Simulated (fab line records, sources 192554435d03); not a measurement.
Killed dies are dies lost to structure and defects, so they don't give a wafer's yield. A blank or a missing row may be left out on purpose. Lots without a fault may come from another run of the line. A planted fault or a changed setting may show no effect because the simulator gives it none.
fab line records | flow n5_finfet
record lots=7 wafers=21
route steps=1938 shown BEOL_M3@959 BEOL_M4@1027 BEOL_M5@1141 BEOL_M6@1212 BEOL_M7@1266 BEOL_M8@1342
start_h: hours from the record's first day to the start of the lot's first wafer shown | wait_h: hours since the lot's step before | " the same as in the row above | L1.1+2: a row that stands for several wafers | - no value, or no start given | * or withheld: withheld | < > ~ a bound
route shown NAME@n: a module of which the file shows steps, and the number in the route of the first | usual: mean/standard deviation of fault-free wafers | same: alike in all rows | chamber/n: place in a boat | sites: the reading at each site | _std_site: their standard deviation | _edge_site: outer sites' mean less inner sites' | radius_mm: how far each site lies from the wafer's centre | mask NAME#n: copy n | behind: the tool/chamber that last shaped the wafer | hold: why the lot was held/for how many hours/how that ended | device: the transistor (n, p or np) that didn't switch | end of line: the same wafers' tests at the end of the route | a step without rows: its recipe alone | killed: dies lost to structure and defects at the first sort, not the wafer's yield | map: a wafer's dies, x killed, . not, _ none there
set.NAME: the setting as run; set.NAME@STEP: as run at that earlier step | model.NAME: the simulator's own value behind a step, which no gauge read
lots whose settings were changed on purpose; a table a step, a row a wafer
## steps
# step N5_BEOL_M3_COAT_76
# recipe resist=underlayer temp_c=205 time_s=60 spin_rpm=1500 resist_thk_nm=5
# columns lot.wafer tool chamber start_h wait_h set.spin_rpm
L074.1+4+5 litho_track-02 0 - - 1500
L077.1+3 litho_track-03 0 - - 1500
L077.4 " 0 " " 1596
L079.1+2+3 litho_track-02 0 - - 1500
L084.1+3 litho_track-03 0 - - 1415
L084.6 " 0 " " 1500
L085.2+4+5 litho_track-01 0 - - 1500
L088.1+4+5 litho_track-02 0 - - 1500
L096.1+3+6 litho_track-01 0 - - 1500
# step N5_BEOL_M3_COAT_22
# recipe resist=CAR-EUV spin_rpm=1500 resist_thk_nm=30
# step N5_BEOL_M3_EBR_24
# recipe solvent=PGMEA ebr_width_mm=1.5
# step N5_BEOL_M3_DESCUM_33
# recipe chemistry=O2 time_s=7 source_power_w=50 bias_power_w=20 pressure_mtorr=20 rf_frequency_hz=2.712e+07 temp_c=40 resist=CAR-EUV o2_flow_sccm=225
# step N5_BEOL_M3_ETCH_77
# recipe chemistry=N2/H2 target=underlayer target_depth_a=65 mask_material=CAR-EUV time_s=5.2 ion_energy_ev=200 pressure_mtorr=30 source_w=840 bias_w=150 n2_flow_sccm=200 h2_flow_sccm=200 ends=cleared
# columns lot.wafer tool chamber start_h wait_h set.spin_rpm@BEOL_M3_COAT_76 model.etch.depth_nm
L074.1 rie_diel-03 1 143.83 0.0 1500 5.031
L074.4 " 3 " " 1500 5.02
L074.5 " 2 " " 1500 5.023
L077.1 rie_diel-04 3 178.08 0.0 1500 4.978
L077.3 " 2 " " 1500 4.973
L077.4 " 1 " " 1596 4.824
L079.1 rie_diel-03 2 187.30 0.0 1500 5.021
L079.2 " 0 " " 1500 5.007
L079.3 " 1 " " 1500 5.006
L084.1 rie_diel-04 1 223.24 0.0 1415 5.135
L084.3 " 2 " " 1415 5.144
L084.6 " 3 " " 1500 5.012
L085.2 rie_diel-06 2 230.57 0.0 1500 4.994
L085.4 " 0 " " 1500 5.007
L085.5 " 0 " " 1500 5.036
L088.1 rie_diel-06 2 246.89 0.0 1500 5.011
L088.4 " 3 " " 1500 5.009
L088.5 " 3 " " 1500 5.021
L096.1 rie_diel-06 1 283.13 0.0 1500 5.007
L096.3 " 0 " " 1500 5.006
L096.6 " 1 " " 1500 5.005
# step N5_BEOL_M4_COAT_73
# recipe resist=underlayer temp_c=205 time_s=60 spin_rpm=1500 resist_thk_nm=5
# columns lot.wafer tool chamber start_h wait_h set.spin_rpm
L074.1+4+5 litho_track-01 0 - - 1500
L077.1+3+4 litho_track-05 0 - - 1456
L079.1+2+3 litho_track-05 0 - - 1500
L084.1+6 litho_track-05 0 - - 1500
L084.3 " 0 " " 1581
L085.2+5 litho_track-01 0 - - 1500
L085.4 " 0 " " 1370
L088.1+4+5 litho_track-05 0 - - 1500
L096.1+6 litho_track-04 0 - - 1577
L096.3 " 0 " " 1500
# step N5_BEOL_M4_COAT_05
# recipe resist=CAR-EUV spin_rpm=1500 resist_thk_nm=30
# step N5_BEOL_M4_EBR_07
# recipe solvent=PGMEA ebr_width_mm=1.5
# step N5_BEOL_M4_DESCUM_16
# recipe chemistry=O2 time_s=7 source_power_w=50 bias_power_w=20 pressure_mtorr=20 rf_frequency_hz=2.712e+07 temp_c=40 resist=CAR-EUV o2_flow_sccm=225
# step N5_BEOL_M4_ETCH_74
# recipe chemistry=N2/H2 target=underlayer target_depth_a=65 mask_material=CAR-EUV time_s=5.2 ion_energy_ev=200 pressure_mtorr=30 source_w=840 bias_w=150 n2_flow_sccm=200 h2_flow_sccm=200 ends=cleared
# columns lot.wafer tool chamber start_h wait_h set.spin_rpm@BEOL_M4_COAT_73 model.etch.depth_nm
L074.1 rie_diel-02 2 161.97 0.0 1500 4.999
L074.4+5 " 3,2 " " 1500 5.014
L077.1 rie_diel-05 3 199.79 0.0 1456 5.049
L077.3 " 0 " " 1456 5.06
L077.4 " 1 " " 1456 5.05
L079.1 rie_diel-02 1 205.31 0.0 1500 5.006
L079.2 " 3 " " 1500 5.01
L079.3 " 0 " " 1500 5.015
L084.1 rie_diel-01 2 230.04 0.0 1500 5.003
L084.3 " 0 " " 1581 4.869
L084.6 " 3 " " 1500 4.997
L085.2 rie_diel-02 0 242.40 0.0 1500 4.982
L085.4 " 1 " " 1370 5.2
L085.5 " 2 " " 1500 4.995
L088.1 rie_diel-05 2 262.92 0.0 1500 5.005
L088.4 " 0 " " 1500 5.004
L088.5 " 0 " " 1500 4.995
L096.1 rie_diel-01 2 296.08 0.0 1577 4.871
L096.3 " 3 " " 1500 5.014
L096.6 " 3 " " 1577 4.883
# step N5_BEOL_M5_COAT_74
# recipe resist=underlayer temp_c=205 time_s=60 spin_rpm=1500 resist_thk_nm=5
# columns lot.wafer tool chamber start_h wait_h set.spin_rpm
L074.1+4 litho_track-02 0 - - 1341
L074.5 " 0 " " 1500
L077.1+3+4 litho_track-05 0 - - 1500
L079.1+2+3 litho_track-02 0 - - 1500
L084.1+3+6 litho_track-02 0 - - 1500
L085.2+4+5 litho_track-05 0 - - 1500
L088.1+4 litho_track-02 0 - - 1635
L088.5 " 0 " " 1500
L096.1+3 litho_track-05 0 - - 1500
L096.6 " 0 " " 1452
# step N5_BEOL_M5_EXPOSE_25
# recipe mask_id=V4 na=0.33 source_shape=quasar sigma_inner=0.2 sigma_outer=0.6 polarization=unpolarized defocus_nm=10 dose_mj=52.75
# columns lot.wafer tool chamber start_h wait_h mask set.dose_mj
L074.1 euv_scanner-02 0 183.76 - V4#0 49.88
L074.4+5 " 0 " " V4#0 52.75
L077.1+3+4 euv_scanner-01 0 210.82 - V4#0 52.75
L079.1+2+3 euv_scanner-01 0 221.48 - V4#0 52.75
L084.1+3+6 euv_scanner-02 0 248.52 - V4#0 52.75
L085.2+5 euv_scanner-01 0 255.86 - V4#0 50.7
L085.4 " 0 " " V4#0 52.75
L088.1+4+5 euv_scanner-01 0 284.68 - V4#0 52.75
L096.1+3+6 euv_scanner-02 0 312.67 - V4#0 51.12
# step N5_BEOL_M5_PEB_26
# recipe peb_temp_c=100 peb_time_s=60 resist=CAR-EUV
# step N5_BEOL_M5_DEVELOP_27
# recipe develop_time_s=30 developer=TMAH resist=CAR-EUV rinse_liquid=surfactant_rinse dry=air_spin dev_temp_c=23
# step N5_BEOL_M5_CD_MEAS_28
# recipe target_cd_nm=30.6 landing_energy_ev=500 detector=se_inlens target_cd_y_nm=20 polarity=opening
# usual cd_nm=30.60/0.27
# columns lot.wafer tool chamber start_h wait_h set.dose_mj@BEOL_M5_EXPOSE_25 cd_nm
L074.1 cd_sem-02 0 183.90 - 49.88 29.28
L074.4 " 0 " " 52.75 30.57
L074.5 " 0 " " 52.75 30.47
L077.1 cd_sem-03 0 210.96 - 52.75 30.51
L077.3 " 0 " " 52.75 30.33
L077.4 " 0 " " 52.75 30.15
L079.1 cd_sem-02 0 221.62 - 52.75 30.83
L079.2 " 0 " " 52.75 30.83
L079.3 " 0 " " 52.75 31.01
L084.1 cd_sem-01 0 248.66 - 52.75 30.94
L084.3 " 0 " " 52.75 31.06
L084.6 " 0 " " 52.75 30.76
L085.2 cd_sem-01 0 256.00 - 50.7 29.94
L085.4 " 0 " " 52.75 30.86
L085.5 " 0 " " 50.7 29.54
L088.1 cd_sem-01 0 284.82 - 52.75 30.31
L088.4 " 0 " " 52.75 30.38
L088.5 " 0 " " 52.75 30.15
L096.1 cd_sem-01 0 312.81 - 51.12 29.85
L096.3 " 0 " " 51.12 29.37
L096.6 " 0 " " 51.12 29.80
# step N5_BEOL_M5_DESCUM_33
# recipe chemistry=O2 time_s=7 source_power_w=50 bias_power_w=20 pressure_mtorr=20 rf_frequency_hz=2.712e+07 temp_c=40 resist=CAR-EUV o2_flow_sccm=225
# step N5_BEOL_M5_ETCH_75
# recipe chemistry=N2/H2 target=underlayer target_depth_a=65 mask_material=CAR-EUV time_s=5.2 ion_energy_ev=200 pressure_mtorr=30 source_w=840 bias_w=150 n2_flow_sccm=200 h2_flow_sccm=200 ends=cleared
# columns lot.wafer tool chamber start_h wait_h set.spin_rpm@BEOL_M5_COAT_74 model.etch.depth_nm
L074.1 rie_diel-03 0 184.51 0.0 1341 5.278
L074.4 " 3 " " 1341 5.273
L074.5 " 3 " " 1500 5.003
L077.1 rie_diel-04 0 211.12 0.0 1500 4.993
L077.3 " 2 " " 1500 4.989
L077.4 " 3 " " 1500 5.001
L079.1 rie_diel-06 0 222.03 0.0 1500 4.985
L079.2+3 " 2,3 " " 1500 4.998
L084.1 rie_diel-06 2 248.89 0.0 1500 4.967
L084.3 " 3 " " 1500 4.975
L084.6 " 3 " " 1500 4.977
L085.2 rie_diel-06 3 256.35 0.0 1500 5.007
L085.4 " 0 " " 1500 5.008
L085.5 " 0 " " 1500 5.023
L088.1+4 rie_diel-03 0,1 285.22 0.0 1635 4.79
L088.5 " 1 " " 1500 4.996
L096.1 rie_diel-06 2 313.11 0.0 1500 5.002
L096.3 " 3 " " 1500 5.006
L096.6 " 1 " " 1452 5.076
# step N5_BEOL_M6_ETCH_62
# recipe chemistry=N2/H2 target=SOC target_depth_a=1100 overetch_a=220 mask_material=SiARC temp_c=40 time_s=165 ion_energy_ev=200 pressure_mtorr=30 source_w=840 bias_w=150 n2_flow_sccm=200 h2_flow_sccm=200
# columns lot.wafer tool chamber start_h wait_h set.time_s model.SiARC_of_BEOL_M6_COAT_60.thk_nm
L074.1+4 rie_diel-01 3 193.87 0.0 165 28.4
L074.5 " 2 " " 187.4 27.4
L077.1+4 rie_diel-02 0 222.28 0.0 165 28.6
L077.3 " 3 " " 147.1 29
L079.1 rie_diel-05 0 231.16 0.0 165 28.8
L079.2 " 1 " " 165 28.4
L079.3 " 3 " " 165 28.6
L084.1 rie_diel-01 0 257.78 0.0 165 28.4
L084.3+6 " 1,2 " " 165 28
L085.2 rie_diel-01 3 267.37 0.0 165 28.4
L085.4+5 " 1,3 " " 165 28.2
L088.1 rie_diel-02 3 296.19 0.0 176 28
L088.4+5 " 2 " " 176 28.2
L096.1 rie_diel-01 1 323.74 0.0 165 28.4
L096.3 " 0 " " 195.4 27.2
L096.6 " 1 " " 195.4 27
# step N5_BEOL_M6_COAT_63
# recipe resist=SOC temp_c=250 time_s=60 spin_rpm=1500 resist_thk_nm=60
# columns lot.wafer tool chamber start_h wait_h set.spin_rpm model.SOC_of_BEOL_M6_COAT_63.thk_nm
L074.1+4+5 litho_track-04 0 194.36 0.0 1405 62.2
L077.1 litho_track-02 0 223.29 0.6 1500 59.6
L077.3 " 0 " " 1639 57.2
L077.4 " 0 " " 1500 59.8
L079.1+3 litho_track-01 0 233.43 1.8 1500 60
L079.2 " 0 " " 1500 59.8
L084.1+3 litho_track-01 0 258.60 0.5 1500 60
L084.6 " 0 " " 1377 62.8
L085.2 litho_track-04 0 267.78 0.0 1500 60.4
L085.4 " 0 " " 1500 60.6
L085.5 " 0 " " 1500 60.2
L088.1 litho_track-02 0 297.47 0.9 1554 59
L088.4+5 " 0 " " 1500 60
L096.1+6 litho_track-04 0 325.70 1.5 1417 62
L096.3 " 0 " " 1500 60
# step N5_BEOL_M6_COAT_64
# recipe resist=SiARC temp_c=220 time_s=60 spin_rpm=1500 resist_thk_nm=12
# step N5_BEOL_M6_COAT_71
# recipe resist=underlayer temp_c=205 time_s=60 spin_rpm=1500 resist_thk_nm=5
# step N5_BEOL_M6_ETCH_72
# recipe chemistry=N2/H2 target=underlayer target_depth_a=65 mask_material=CAR-EUV time_s=5.2 ion_energy_ev=200 pressure_mtorr=30 source_w=840 bias_w=150 n2_flow_sccm=200 h2_flow_sccm=200 ends=cleared
# step N5_BEOL_M6_ETCH_65
# recipe chemistry=CF4 target=SiARC target_depth_a=156 mask_material=CAR-EUV time_s=26 ion_energy_ev=80 pressure_mtorr=40 source_w=545 bias_w=36 Ar_flow_sccm=100 cf4_flow_sccm=100 ends=cleared
# step N5_BEOL_M6_ETCH_66
# recipe chemistry=N2/H2 target=SOC target_depth_a=800 overetch_a=160 mask_material=SiARC temp_c=40 time_s=120 ion_energy_ev=200 pressure_mtorr=30 source_w=840 bias_w=150 n2_flow_sccm=200 h2_flow_sccm=200
# columns lot.wafer tool chamber start_h wait_h set.spin_rpm@BEOL_M6_COAT_63 model.etch.depth_nm
L074.1 rie_diel-05 1 194.96 0.0 1405 62.2
L074.4 " 3 " " 1405 62.18
L074.5 " 1 " " 1405 62.27
L077.1 rie_diel-02 1 223.76 0.0 1500 59.52
L077.3 " 0 " " 1639 57.22
L077.4 " 3 " " 1500 59.81
L079.1 rie_diel-02 1 234.03 0.0 1500 59.93
L079.2 " 2 " " 1500 59.86
L079.3 " 3 " " 1500 59.97
L084.1 rie_diel-02 1 259.27 0.0 1500 59.96
L084.3 " 0 " " 1500 60.06
L084.6 " 0 " " 1377 62.7
L085.2 rie_diel-02 2 268.77 0.0 1500 60.49
L085.4 " 1 " " 1500 60.62
L085.5 " 2 " " 1500 60.27
L088.1 rie_diel-02 2 297.98 0.0 1554 59.05
L088.4 " 1 " " 1500 59.91
L088.5 " 2 " " 1500 59.97
L096.1 rie_diel-05 2 326.34 0.0 1417 62.09
L096.3 " 2 " " 1500 60.1
L096.6 " 2 " " 1417 62.05
# step N5_BEOL_M6_STRIP_69
# recipe chemistry=N2/H2 temp_c=40 n2_flow_sccm=200 h2_flow_sccm=200 rf_frequency_hz=6e+07
# step N5_BEOL_M6_STRIP_73
# recipe chemistry=N2/H2 temp_c=40 n2_flow_sccm=200 h2_flow_sccm=200 rf_frequency_hz=6e+07
# step N5_BEOL_M6_VIA_ETCH_34
# recipe chemistry=C4F6/O2 target=SiCOH_lowk target_depth_a=1263 mask_material=SOC taper_deg=4 time_s=50.9 ion_energy_ev=250 pressure_mtorr=30 source_w=345 bias_w=185 Ar_flow_sccm=300 C4F6_flow_sccm=10 O2_flow_sccm=10
# columns lot.wafer tool chamber start_h wait_h set.spin_rpm@BEOL_M6_COAT_63 model.SOC_of_BEOL_M6_COAT_63.thk_nm
L074.1+5 rie_diel-05 1 195.06 0.0 1405 56.4
L074.4 " 3 " " 1405 56.2
L077.1+4 rie_diel-02 1,3 223.86 0.0 1500 53.6
L077.3 " 0 " " 1639 51.2
L079.1+2 rie_diel-02 1,2 234.13 0.0 1500 54
L079.3 " 3 " " 1500 53.8
L084.1+3 rie_diel-02 1,0 259.37 0.0 1500 54
L084.6 " 0 " " 1377 56.6
L085.2+4 rie_diel-02 2,1 268.87 0.0 1500 54.6
L085.5 " 2 " " 1500 54.4
L088.1 rie_diel-02 2 298.08 0.0 1554 53.2
L088.4 " 1 " " 1500 54
L088.5 " 2 " " 1500 54.2
L096.1+6 rie_diel-05 2 326.49 0.0 1417 56
L096.3 " 2 " " 1500 54
# step N5_BEOL_M7_PECVD_70
# recipe material=SiO2 target_thk_a=200 temp_c=400 precursor=TEOS/O2 pressure_torr=5.5 rf_w=450 teos_flow_sccm=53.8 gas=O2 flow_sccm=3000 time_s=22.7
# columns lot.wafer tool chamber start_h wait_h set.temp_c model.SiO2_of_BEOL_M7_PECVD_70.thk_nm
L074.1 pecvd-03 1 199.88 0.0 400 19.8
L074.4 " 2 " " 392.2 21.4
L074.5 " 1 " " 400 20.4
L077.1 pecvd-04 0 227.37 0.0 400 19.4
L077.3 " 1 " " 400 20.6
L077.4 " 0 " " 400 19.6
L079.1+3 pecvd-04 2,0 238.19 0.0 400 19.6
L079.2 " 1 " " 400 20.2
L084.1+3 pecvd-04 0,2 263.07 0.0 400 19.8
L084.6 " 1 " " 400 20.8
L085.2 pecvd-02 1 272.72 0.0 400 20.2
L085.4 " 0 " " 400 20
L085.5 " 2 " " 410.4 18.8
L088.1 pecvd-03 2 301.53 0.0 417.5 17.4
L088.4 " 2 " " 417.5 17.6
L088.5 " 0 " " 400 19.8
L096.1 pecvd-03 0 330.69 0.0 390 21.6
L096.3 " 0 " " 390 21.8
L096.6 " 2 " " 400 19.8
# step N5_BEOL_M7_HM_DEP_02
# recipe material=TiN target_thk_a=200 temp_c=25 chamber_pressure_pa=0.49996
# step N5_BEOL_M7_COAT_59
# recipe resist=SOC temp_c=250 time_s=60 spin_rpm=1500 resist_thk_nm=100
# step N5_BEOL_M7_STRIP_80
# recipe chemistry=N2/H2 time_s=10 power_w=450 temp_c=40 pressure_mtorr=20 rf_frequency_hz=6e+07 bias_power_w=7 n2_flow_sccm=200 h2_flow_sccm=200
# step N5_BEOL_M7_HM_STRIP_39
# recipe chemistry=peroxide_tin_strip material=TiN target_depth_a=250 temp_c=50 time_s=158
# columns lot.wafer tool chamber start_h wait_h set.temp_c@BEOL_M7_PECVD_70 model.SiO2_of_BEOL_M7_PECVD_70.thk_nm
L074.1 wet_bench-01 1 204.72 0.0 400 19.6
L074.4 " 2 " " 392.2 21.4
L074.5 " 5 " " 400 20.2
L077.1 wet_bench-01 6 232.93 0.0 400 19.2
L077.3 " 1 " " 400 20.4
L077.4 " 2 " " 400 19.4
L079.1 wet_bench-05 3 243.93 0.0 400 19.6
L079.2 " 4 " " 400 20.2
L079.3 " 5 " " 400 19.4
L084.1+3 wet_bench-06 1,3 265.61 0.0 400 19.6
L084.6 " 2 " " 400 20.6
L085.2 wet_bench-05 1 275.60 0.0 400 20
L085.4 " 6 " " 400 19.8
L085.5 " 7 " " 410.4 18.6
L088.1 wet_bench-01 4 304.15 0.0 417.5 17.2
L088.4 " 7 " " 417.5 17.4
L088.5 " 5 " " 400 19.8
L096.1 wet_bench-01 0 333.68 0.0 390 21.4
L096.3 " 6 " " 390 21.6
L096.6 " 3 " " 400 19.8
# step N5_BEOL_M8_EXPOSE_08
# recipe mask_id=M8 na=1.35 source_shape=dipole sigma_inner=0.817 sigma_outer=0.97 polarization=te dose_mj=68.25
# columns lot.wafer tool chamber start_h wait_h mask set.dose_mj
L074.1 arfi_scanner-03 0 209.34 - M8#0 70.28
L074.4+5 " 0 " " M8#0 68.25
L077.1+3 arfi_scanner-03 0 240.54 - M8#0 70.94
L077.4 " 0 " " M8#0 68.25
L079.1+2+3 arfi_scanner-01 0 249.50 - M8#0 68.25
L084.1 arfi_scanner-03 0 270.21 - M8#0 68.25
L084.3+6 " 0 " " M8#0 70.6
L085.2 arfi_scanner-03 0 281.50 - M8#0 65.86
L085.4+5 " 0 " " M8#0 68.25
L088.1 arfi_scanner-01 0 308.57 - M8#0 64.9
L088.4+5 " 0 " " M8#0 68.25
L096.1+3 arfi_scanner-01 0 341.00 - M8#0 68.25
L096.6 " 0 " " M8#0 73.05
## key
split step=N5_BEOL_M3_COAT_76 setting=spin_rpm stated=1500 by=wafer
response step=N5_BEOL_M3_ETCH_77 reading=model.etch.depth_nm change=-0.0231 per=1% r=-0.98
split step=N5_BEOL_M4_COAT_73 setting=spin_rpm stated=1500 by=wafer
response step=N5_BEOL_M4_ETCH_74 reading=model.etch.depth_nm change=-0.0248 per=1% r=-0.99
split step=N5_BEOL_M5_COAT_74 setting=spin_rpm stated=1500 by=wafer
response step=N5_BEOL_M5_ETCH_75 reading=model.etch.depth_nm change=-0.0244 per=1% r=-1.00
split step=N5_BEOL_M5_EXPOSE_25 setting=dose_mj stated=52.75 by=wafer
response step=N5_BEOL_M5_CD_MEAS_28 reading=cd_nm change=+0.248 per=1% r=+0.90
split step=N5_BEOL_M6_ETCH_62 setting=time_s stated=165 by=wafer
response step=N5_BEOL_M6_ETCH_62 reading=model.SiARC_of_BEOL_M6_COAT_60.thk_nm change=-0.0653 per=1% r=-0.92
split step=N5_BEOL_M6_COAT_63 setting=spin_rpm stated=1500 by=wafer
response step=N5_BEOL_M6_COAT_63 reading=model.SOC_of_BEOL_M6_COAT_63.thk_nm change=-0.309 per=1% r=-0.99
response step=N5_BEOL_M6_ETCH_66 reading=model.etch.depth_nm change=-0.299 per=1% r=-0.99
response step=N5_BEOL_M6_VIA_ETCH_34 reading=model.SOC_of_BEOL_M6_COAT_63.thk_nm change=-0.294 per=1% r=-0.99
split step=N5_BEOL_M7_PECVD_70 setting=temp_c stated=400 by=wafer
response step=N5_BEOL_M7_PECVD_70 reading=model.SiO2_of_BEOL_M7_PECVD_70.thk_nm change=-0.577 per=1% r=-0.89
response step=N5_BEOL_M7_HM_STRIP_39 reading=model.SiO2_of_BEOL_M7_PECVD_70.thk_nm change=-0.598 per=1% r=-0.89
split step=N5_BEOL_M8_EXPOSE_08 setting=dose_mj stated=68.25 by=wafer
response none in this file
